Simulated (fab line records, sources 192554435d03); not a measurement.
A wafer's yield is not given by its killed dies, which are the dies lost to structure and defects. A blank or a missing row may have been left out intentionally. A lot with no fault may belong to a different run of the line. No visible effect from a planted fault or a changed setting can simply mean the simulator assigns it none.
Struck lot and sound lot, side by side	flow n5-finfet	37 out of 1938 route steps
Sound: wafers L337.3, L337.4, L337.5. Struck: wafers L344.3, L344.6. (L344.1 of the same lot was not struck and is left out.) The cause comes at the end.
Per side, at each step with rows, come the tool, then ch with its chambers, and then its first start. Under that, the readings that differ: sound wafers	struck wafers	difference of the means	sigmas: that difference in standard deviations of wafers without a fault.
alike: words and numbers the same on both sides, and readings whose means are apart by under 2 such deviations; not compared: readings that were withheld, readings missing a value for some wafer, numbers with overlapping values and no deviation given by the record, and bounds like >300 which may hide the same value.
A row with sigmas, a row that says differs or no value, or rows on one side alone: a step with any of these is where the two part. Numbers that have no deviation but don't overlap get no sigmas and don't part them. A reading that every wafer of one side lacks parts them only if that side has two wafers or more.

first, 8 steps without rows for these wafers: N5_BEOL_M15_SPUTTER_43 (material TaN, target thk 15 nm, time 24.19 s); N5_BEOL_M15_SPUTTER_44 (material Ta, target thk 15 nm, time 24.19 s); N5_BEOL_M15_SPUTTER_45 (material Cu, target thk 100 nm, time 16.67 s); N5_BEOL_M15_ECD_47 (material Cu, target thk 1860 nm); N5_BEOL_M15_ANNEAL_48 (time 90 s); N5_BEOL_M15_CMP_49 (polishes, stops on SiO2, t overpolish 4.9 s, target thk 850 nm); N5_BEOL_M15_PRE_CLEAN_52 (time 15 s); N5_BEOL_M15_DEP_53 (deposits SiCN from 3MS/NH3, target thk 50 nm, time 17.8 s).
N5_PASSIVATION_PECVD_00: deposits SiO2 from SiH4/N2O, target thk 200 nm, time 11.2 s.
  sound on pecvd-01 ch 1,2, day 12 09:41; struck on pecvd-01 ch 0,2, day 14 12:02
reading	sound	struck	difference	sigmas
model.SiO2_of_PASSIVATION_PECVD_00.thk-nm (nm)	196.2 198.6 200	208.8 210.2	+11.2	
  alike: chamber-pressure-Torr, heater-power-outer-w, heater-power-w, showerhead-plenum-p-Torr, throttle-valve-pct
then, 26 steps without rows for these wafers: N5_MIM_BOT_DEGAS_01 (time 60 s); N5_MIM_BOT_SPUTTER_00 (material TiN, target thk 35 nm, time 89.7 s); N5_MIM_TOP_ALD_00 (deposits Al2O3, purge time 3 s, co reactant pulse time 3 s); N5_MIM_TOP_ALD_01 (deposits HfO2, target thk 5.6 nm, pulse time 1 s, purge time 3 s); N5_MIM_TOP_ALD_02 (deposits Al2O3, purge time 3 s, co reactant pulse time 3 s); N5_MIM_TOP_DEGAS_04 (time 60 s); N5_MIM_TOP_SPUTTER_03 (material TiN, target thk 35 nm, time 89.7 s); N5_MIM_TOP_LITHO_HMDS_01 (time 60 s); N5_MIM_TOP_LITHO_COAT_02; N5_MIM_TOP_LITHO_EBR_04; N5_MIM_TOP_LITHO_SOFTBAKE_03 (time 90 s); N5_MIM_TOP_LITHO_EXPOSE_05 (exposes mask MIM TOP, target cd 2000 nm); N5_MIM_TOP_LITHO_PEB_06; N5_MIM_TOP_LITHO_DEVELOP_07 (develop time 60 s); N5_MIM_TOP_LITHO_HARDBAKE_09 (time 120 s); N5_MIM_TOP_LITHO_DESCUM_10 (chemistry O2, time 7.9 s); N5_MIM_TOP_ETCH_ETCH_00 (etches TiN in Cl2/BCl3, target depth 38.5 nm); N5_MIM_TOP_ETCH_STRIP_01 (strips in O2); N5_MIM_TOP_ETCH_PECVD_03 (deposits SiNx from SiH4/NH3/N2, target thk 20 nm, time 17.6 s); N5_MIM_BOT_LITHO_HMDS_01 (time 60 s); N5_MIM_BOT_LITHO_COAT_02; N5_MIM_BOT_LITHO_EBR_04; N5_MIM_BOT_LITHO_SOFTBAKE_03 (time 90 s); N5_MIM_BOT_LITHO_EXPOSE_05 (exposes mask MIM BOT); N5_MIM_BOT_LITHO_PEB_06; N5_MIM_BOT_LITHO_DEVELOP_07 (develop time 60 s).
N5_MIM_BOT_ETCH_ETCH_00: etches TiN in Cl2/BCl3, target depth 45.5 nm.
  sound on rie-metal-03 ch 0,1, day 12 13:01; struck on rie-metal-02 ch 0, day 14 17:26
reading	sound	struck	difference	sigmas
model.SiO2_of_PASSIVATION_PECVD_00.thk-nm (nm)	193.6 196 197.6	206.2 207.6	+11.2	
  alike: drypump-motor-current-A, oes-product-au, throttle-valve-pct
  not compared: rf-hours-counter-h
next, for these wafers, 1 step has no rows: N5_PASSIVATION_PROBE_49.

WHERE THEY PART
Nowhere in this record.

WHY: what had been put in by the simulator
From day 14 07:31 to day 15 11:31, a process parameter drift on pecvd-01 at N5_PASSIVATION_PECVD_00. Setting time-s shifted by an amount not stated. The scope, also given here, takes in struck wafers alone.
